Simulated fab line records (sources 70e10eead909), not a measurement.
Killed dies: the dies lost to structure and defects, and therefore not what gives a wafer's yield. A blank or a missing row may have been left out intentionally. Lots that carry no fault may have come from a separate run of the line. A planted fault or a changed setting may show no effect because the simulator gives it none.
The tool behind it: which one? + flow nandHarc + 6 lots with 18 wafers sampled at 5 steps, on a route of 1302 steps

## WHAT THE GAUGES READ, wafer by wafer
NHARC_END_SORT_01.
| lot  | measured     | on        | killedAtArray |
|------|--------------|-----------|---------------|
| L273 | day 30 21:55 | prober-01 | 103 109 111   |

## EACH LOT AND THE TOOL THAT RAN IT (in order: tool; ch and the chambers of the sampled wafers; start)
| lot  | NHARC_A_STAIRCASE_DEP_151       | NHARC_A_STAIRCASE_DESCUM_443      | NHARC_A_STAIRCASE_ETCHBACK_422    | NHARC_A_STAIRCASE_ETCHBACK_157    |
|------|---------------------------------|-----------------------------------|-----------------------------------|-----------------------------------|
| L259 | pecvd-04 ch 0,1,2, day 18 00:05 | rieDiel-09 ch 1,3, day 19 08:28   | rieDiel-09 ch 0,2,3, day 19 14:16 | rieDiel-06 ch 0,1, day 19 14:37   |
| L263 | pecvd-02 ch 1,2, day 19 14:17   | rieDiel-06 ch 0,1,2, day 20 14:14 | rieDiel-02 ch 0,3, day 20 20:01   | rieDiel-02 ch 0,2,3, day 20 20:25 |
| L267 | pecvd-03 ch 1,2, day 21 04:36   | rieDiel-09 ch 1,3, day 22 06:20   | rieDiel-02 ch 0,1, day 22 12:08   | rieDiel-09 ch 1,3, day 22 12:31   |
| L273 | pecvd-04 ch 0,1, day 23 16:58   | rieDiel-02 ch 0,1,2, day 24 15:42 | rieDiel-09 ch 0,1,3, day 24 21:43 | rieDiel-09 ch 2,3, day 24 22:09   |
| L274 | pecvd-04 ch 0,1,2, day 23 20:28 | rieDiel-06 ch 0,1, day 24 15:52   | rieDiel-09 ch 0,2,3, day 24 21:55 | rieDiel-06 ch 0,2,3, day 24 22:25 |
| L280 | pecvd-03 ch 0,1,2, day 26 16:23 | rieDiel-02 ch 2,3, day 27 17:30   | rieDiel-09 ch 0,3, day 27 23:22   | rieDiel-06 ch 0,2,3, day 27 23:46 |
- NHARC_A_STAIRCASE_DEP_151: deposits SiO2, target thk 7200 nm.
- NHARC_A_STAIRCASE_DESCUM_443: chemistry O2, time 3 s.
- NHARC_A_STAIRCASE_ETCHBACK_422: etches the open film in CH3F/O2, target depth 40 nm, time 74.286 s.
- NHARC_A_STAIRCASE_ETCHBACK_157: etches the open film in CH3F/O2, target depth 90 nm, time 167.14 s.

## THE ANSWER, worked out from the rows above alone
Rule: what is usual is taken from the lots themselves. Put in order of their means at a reading, lots are off if they are a third of the lots or fewer, leave a main group of 4 or more, and stand apart from it by a gap of 3 or more times the standard deviation of the main group's means; of several such gaps the widest counts. A main group is skipped when, at the precision printed for the reading in the tables above, its means are all equal. Also off: a lot with no number at a reading for which 4 or more lots have one. Any other lot the step has rows for is counted as sound.
Across all readings shown, no lot is off: no conclusion can be drawn from this.

## WHAT THE SIMULATOR HAD PUT IN
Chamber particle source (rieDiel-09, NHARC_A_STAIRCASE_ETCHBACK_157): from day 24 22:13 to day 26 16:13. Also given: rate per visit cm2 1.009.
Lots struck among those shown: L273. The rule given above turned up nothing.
